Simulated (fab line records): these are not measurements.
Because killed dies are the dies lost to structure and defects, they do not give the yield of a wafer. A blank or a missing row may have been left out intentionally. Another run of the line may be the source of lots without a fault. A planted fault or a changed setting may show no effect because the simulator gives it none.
Struck lot and sound lot, side by side | flow n5_finfet | 20 steps out of a route of 1938
Sound: wafers L503.4, L503.5, L503.6. Wafers L507.1, L507.5, L507.6 were the ones struck. The cause is given at the end.
Each step with rows lists, per side, the tool, then ch with its chambers, then its first start. Under that, the readings that differ: sound wafers | struck wafers | difference of the means | sigmas: that difference in standard deviations of wafers without a fault.
alike: readings whose means differ by less than 2 such deviations, and words and numbers that are the same on both sides. not compared: withheld readings, readings that some wafer has no value for, bounds like >300 that may hide the same value, and numbers for which the record gives no deviation and whose values overlap.
Wherever a step has rows on one side only, a row that says differs or no value, or a row with sigmas, the two part there. Numbers that don't overlap but have no deviation are shown without sigmas and don't part them. A reading that every wafer of one side lacks parts them only if that side has two wafers or more.

first, 9 steps without rows for these wafers: N5_BEOL_M12_DESCUM_15 (chemistry O2, time 7.9 s); N5_BEOL_M12_ETCH_59 (etches BARC in N2/H2, target depth 89 nm, overetch 26.7 nm, time 67.9 s); N5_BEOL_M12_VIA_ETCH_16 (etches SiOC in C4F8/O2/Ar, target depth 724.8 nm); N5_BEOL_M12_STRIP_63 (strips in N2/H2); N5_BEOL_M12_STRIP_64 (strips in N2/H2); N5_BEOL_M12_STRIP_71 (strips in post etch residue remover, time 60 s); N5_BEOL_M12_SRD_72 (time 30 s, dry time 30 s); N5_BEOL_M12_COAT_65 (time 60 s, resist thk 300 nm); N5_BEOL_M12_COAT_66 (time 60 s, resist thk 110 nm).
N5_BEOL_M12_COAT_22: resist thk 300 nm.
  sound on litho_track-02 ch 0, day 12 01:10; struck on litho_track-02 ch 0, day 13 11:20
  reading                                    | sound                | struck               | difference | sigmas
  spin_speed_rpm (rpm)                       | 2885.7 2884.6 2887.5 | 2782.5 2777.1 2780.0 | -106.1     | -56
  model.coat_of_BEOL_M12_COAT_22.thk_nm (nm) | 300.8 300.8 300.6    | 306.6 307.2 307.2    | +6.3       |
  alike: chill_plate_temp_C
then, 7 steps without rows for these wafers: N5_BEOL_M12_EBR_24; N5_BEOL_M12_SOFTBAKE_23 (time 60 s); N5_BEOL_M12_EXPOSE_25 (exposes mask M12); N5_BEOL_M12_PEB_26 (peb time 90 s); N5_BEOL_M12_DEVELOP_27 (develop time 45 s); N5_BEOL_M12_HARDBAKE_32 (time 120 s); N5_BEOL_M12_DESCUM_33 (chemistry O2, time 7.9 s).
N5_BEOL_M12_ETCH_67: etches SiARC in CF4, target depth 143 nm, time 238.3 s.
  sound on rie_diel-05 ch 0,1,2, day 12 01:38; struck on rie_diel-05 ch 0,1, day 13 11:48
  reading                                    | sound             | struck          | difference | sigmas
  model.coat_of_BEOL_M12_COAT_22.thk_nm (nm) | 212.4 212.6 212.4 | 218 218.8 218.8 | +6         |
  alike: drypump_motor_current_A, etch_rf_on_time_s, oes_product_au, rf_fwd_power_W, rf_vpp_V, showerhead_plenum_p_Torr, throttle_valve_pct
  not compared: rf_hours_counter_h
then, 1 step without rows for these wafers: N5_BEOL_M12_ETCH_68 (etches SOC in N2/H2, time 285 s).
N5_PASSIVATION_PROBE_49:
  sound on prober-01, day 13 10:48; struck on prober-01, day 15 04:19
  alike: defect_limited_yield, killed_at_M0_to_M3, killed_at_M4_up, killed_at_contacts, killed_at_front_end, killed_at_other, killed_dies, killed_open, killed_short, sort_bin_5_function, sort_bin_6_memory, sort_bin_8_speed, sort_n_pass, sort_yield_pct

== WHERE THEY PART ==
At N5_BEOL_M12_COAT_22 and nowhere else, as far as this record goes. Later steps at which nothing parts them and some readings are alike: N5_BEOL_M12_ETCH_67, N5_PASSIVATION_PROBE_49.

WHY: the cause the simulator had injected
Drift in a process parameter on litho_track-02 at N5_BEOL_M12_COAT_22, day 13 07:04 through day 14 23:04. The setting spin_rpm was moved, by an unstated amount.
